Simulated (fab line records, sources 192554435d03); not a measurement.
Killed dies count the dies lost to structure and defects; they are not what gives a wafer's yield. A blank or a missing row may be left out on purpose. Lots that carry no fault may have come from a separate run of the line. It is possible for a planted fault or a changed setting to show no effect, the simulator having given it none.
Which tool was responsible?    flow n5Finfet    route of 1938 steps, sampled at 1 step: 10 lots, 30 wafers

WHAT THE GAUGES SHOWED, per wafer
N5_BEOL_M9_CD_MEAS_18: pitch 140 nm, target cd 70 nm.
lot   measured      on        cdNm (nm)
L493  day 9 22:23   cdSem-01  70.1 69.7 69.8
L492  day 9 22:37   cdSem-02  70.1 70.0 69.8
L494  day 10 11:58  cdSem-01  68.6 69.0 69.5
L495  day 10 21:43  cdSem-03  70.5 70.0 70.7
L497  day 11 01:08  cdSem-02  69.7 69.9 69.5
L502  day 13 18:44  cdSem-02  68.9 69.0 69.2
L504  day 13 18:57  cdSem-01  69.8 70.2 69.2
L511  day 14 20:46  cdSem-01  69.7 69.4 70.2
L513  day 15 23:47  cdSem-02  70.4 69.8 70.7
L514  day 16 09:37  cdSem-01  69.6 70.0 70.1

WHAT TOOL EACH LOT RAN ON (gives the tool, then ch and the chambers of the sampled wafers, and finally the start)
Before these readings, the record contains no process step.

WHAT THE TOOLS THEMSELVES READ (means of the sampled wafers that have a number; where no wafer has one, the mark that the record gives instead)
The record holds no such reading with a usual standard deviation.

THE ANSWER, worked out from the rows above alone
Rule: the usual values come from the lots themselves. Put in order of their means at a reading, lots are off if they are a third of the lots or fewer, leave a main group of 4 or more, and stand apart from it by a gap of 3 or more times the standard deviation of the main group's means; of several such gaps the widest counts. The tables above print the reading to a certain number of digits; a main group whose means all agree to those digits is not used. A lot without any number at a reading at which 4 lots or more have one is off too. Where the step has rows for the other lots, those lots are counted as sound. Order of review: gauges by route order, followed by the tools' own readings, for which a lot's mean as printed above is used. At the first step where some lot is off, the reading lying furthest off is the one used; lots without a number count as furthest.
None of the lots is off at any reading shown; this tells nothing.

WHAT THE SIMULATOR HAD PUT IN
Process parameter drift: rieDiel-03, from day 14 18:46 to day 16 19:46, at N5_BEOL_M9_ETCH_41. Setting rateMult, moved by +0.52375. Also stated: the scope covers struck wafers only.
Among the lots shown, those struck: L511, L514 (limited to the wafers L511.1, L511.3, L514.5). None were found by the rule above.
